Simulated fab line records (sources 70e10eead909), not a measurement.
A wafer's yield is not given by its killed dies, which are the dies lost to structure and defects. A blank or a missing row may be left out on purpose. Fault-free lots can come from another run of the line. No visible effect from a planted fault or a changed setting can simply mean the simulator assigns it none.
Problem report in the 8D (eight disciplines) form, filled by code / flow nandHarc / the parts of the form that need people (team, actions taken, sign-off) are left out

## 1. THE PROBLEM
rawDefectCount at NHARC_A_ZERO_WELL_INSPECT_17 reads a mean of 336 on 2 wafers of 2 lots; wafers without a fault read 12 with a standard deviation of 5.2. That is +62 standard deviations from the usual mean.
Earliest sighting: wafer L952.1 on defectInspect-01 at day 11 01:35. The record has a number at this step for 32 wafers belonging to 11 lots. Rule for "out" (also "out of limits"): further than 4 standard deviations from the usual mean. All remaining wafers that have a number are taken as sound.

## 2. WHAT IT IS AND WHAT IT IS NOT
question=which readings at this step | is=rawDefectCount | is not=-
question=which lots | is=L952, L953 | is not=L934, L935, L936, L939, L940, L941, L942, L945, L956
question=which wafers of those lots | is=L952.1, L953.4 | is not=L952.3, L953.2, L953.5
question=read on which gauges | is=defectInspect-01 | is not=defectInspect-02
question=when | is=from day 11 01:35 | is not=up to then (25 sound wafers); but 5 sound wafers of L953, L956 came after

## 3. WHAT RULES OUT EACH SUSPECT
Counting: a tool at a process step up to the reading stays a suspect if it ran every lot that is out. Sound lots after the first of them don't rule it out here, since some wafers of a struck lot are sound.
- the gauge at NHARC_A_ZERO_WELL_INSPECT_17: ruled out. All the wafers that are out were read on defectInspect-01, but those of them that NHARC_END_SORT_01 has rows for are out there too, on other tools.
- cmp-03 at NHARC_P_BONDPAD_CMP_19 (polishes, t overpolish 30 s, cu recess touch 16 s, target thk 160.81 nm): kept. Ran every lot that is out, first one L952 (day 10 22:14); last sound lot up to then L942 (day 8 15:11).
- rieSi-06 at NHARC_A_ZERO_WELL_ETCH_13 (etches the open film in HBr/Cl2, target depth 120 nm, time 40.1 s): kept. Ran every lot that is out, first one L952 (day 11 00:29); last sound lot up to then L945 (day 9 04:37).
- rieSi-06, NHARC_A_ZERO_WELL_ETCH_13: wafers that are out in chamber 0, sound lot-mates in chambers 1, 3.
After counting, cmp-03 at NHARC_P_BONDPAD_CMP_19 and rieSi-06 at NHARC_A_ZERO_WELL_ETCH_13 remain.

## 4. THE CAUSE (what the simulator had put in)
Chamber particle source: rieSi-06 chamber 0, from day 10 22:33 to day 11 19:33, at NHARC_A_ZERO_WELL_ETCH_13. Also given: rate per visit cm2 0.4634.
Counting left 2 suspects, and this tool is among them.

## 5. THE EFFECT CHAIN, in route order
Rows list readings where the struck wafers' mean (over those with a number) sits beyond 3 standard deviations from the usual. Readings are gone through only where the record gives a usual standard deviation; hours: the median, over the lots, of the time from a lot's start at the first step in this table giving one to that lot's start at this step; sigmas: the change measured in usual standard deviations.
hours=0; step=NHARC_A_ZERO_WELL_INSPECT_17; reading=rawDefectCount; usual=12; on struck wafers=336; change=+324; sigmas=+62
hours=23; step=NHARC_A_SOURCE_PLATE_INSPECT_08; reading=rawDefectCount; usual=63; on struck wafers=374; change=+312; sigmas=+12
hours=314; step=NHARC_END_SORT_01; reading=killedAtArray; usual=24; on struck wafers=81; change=+57; sigmas=+6.5
hours=314; step=NHARC_END_SORT_01; reading=killedDies; usual=28; on struck wafers=85; change=+57; sigmas=+6.1

## 6. WHAT WOULD HAVE CAUGHT IT SOONER
3 hours passed between the start of the fault at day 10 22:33 and the first reading out of limits at a measuring or inspecting step in this record, taken at day 11 01:35.
An alarm limit of 4 standard deviations would not have fired on the tool readings at NHARC_A_ZERO_WELL_ETCH_13 for which the record gives a usual standard deviation, since none of them was out on any struck wafer.
Of the lots that are out (2), L953 began NHARC_A_ZERO_WELL_ETCH_13 on rieSi-06 after day 11 01:35. It would have been spared by a hold on the tool at that moment.
